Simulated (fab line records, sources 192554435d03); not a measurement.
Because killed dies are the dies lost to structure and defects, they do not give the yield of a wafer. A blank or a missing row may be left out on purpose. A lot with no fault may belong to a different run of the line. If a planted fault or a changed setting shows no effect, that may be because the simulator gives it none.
Problem report in the 8D (eight disciplines) form, filled by code	flow n5-finfet	the parts of the form that need people (team, actions taken, sign-off) are left out

## 1. THE PROBLEM
Wafers without a fault read 161.6 s, standard deviation 0.45; run-length-s at N5_BEOL_M9_CVD_78 reads a mean of 164.3 s on 2 wafers belonging to 2 lots. That puts it +6.0 standard deviations away from the usual mean.
The step: deposits Co from CCTBA/H2, target thk 2 nm, time 138.9 s.
First observed at day 12 01:02: wafer L245.2, on cvd-co-02. Wafers with a number at this step in the record: 34, from 12 lots. Rule for "out" (also "out of limits"): further than 4 standard deviations from the usual mean. All remaining wafers that have a number are taken as sound.

## 2. WHAT IT IS AND WHAT IT IS NOT
question	is	is not
which readings at this step	run-length-s	-
which lots	L245, L247	L236, L237, L238, L239, L240, L241, L242, L253, L257, L259
which wafers of those lots	L245.2, L247.5	L245.6, L247.1
read on which tools	cvd-co-02	cvd-co-01
when	from day 12 01:02	up to then (22 sound wafers); but 10 sound wafers of L247, L253, L257, L259 came after

## 3. THE SUSPECTS, EACH WITH WHAT RULES IT OUT
Counting: any tool at a process step up to the reading remains a suspect provided it ran every lot that is out. Sound lots after the first of them don't rule it out here, since some wafers of a struck lot are sound.
- cvd-co-02 at N5_BEOL_M9_CVD_78 (deposits Co from CCTBA/H2, target thk 2 nm, time 138.9 s): kept. Every lot that is out went through it, the first being L245 (day 12 01:02); the last sound lot it ran before that was L240 (day 11 02:50). Out on those wafers are its own readings of run-length-s.
- Within cvd-co-02 at N5_BEOL_M9_CVD_78: the wafers that are out ran in chambers 0, 2; their sound lot-mates ran in chamber 1.
Remaining after the count: cvd-co-02 at N5_BEOL_M9_CVD_78.

## 4. THE CAUSE (what the simulator had put in)
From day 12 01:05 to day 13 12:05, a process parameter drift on cvd-co-02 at N5_BEOL_M9_CVD_78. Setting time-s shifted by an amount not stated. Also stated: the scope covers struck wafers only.
This tool alone remained once counting was done.

## 5. THE EFFECT CHAIN, in route order
Each row: a reading where the mean over the struck wafers with a number is more than 3 standard deviations away from the usual. Only readings whose record carries a usual standard deviation are examined. hours: median over the lots of the time between each lot's start at the first step of this table that gives one and its start at this step. sigmas: the change, counted in usual standard deviations.
hours	step	reading	usual	on struck wafers	change	sigmas
0	N5_BEOL_M9_CVD_78	run-length-s	161.6 s	164.3	+2.7	+6.0
It contains these process steps:
- N5_BEOL_M9_CVD_78: deposits Co from CCTBA/H2, target thk 2 nm, time 138.9 s.
Later measuring or inspecting steps at which every struck wafer that the step has a row for has a number for every such reading, and none has moved that far: N5_BEOL_M10_THK_MEAS_01.

## 6. WHAT WOULD HAVE CAUGHT IT SOONER
In this record the first reading out of limits was taken at day 12 01:02.
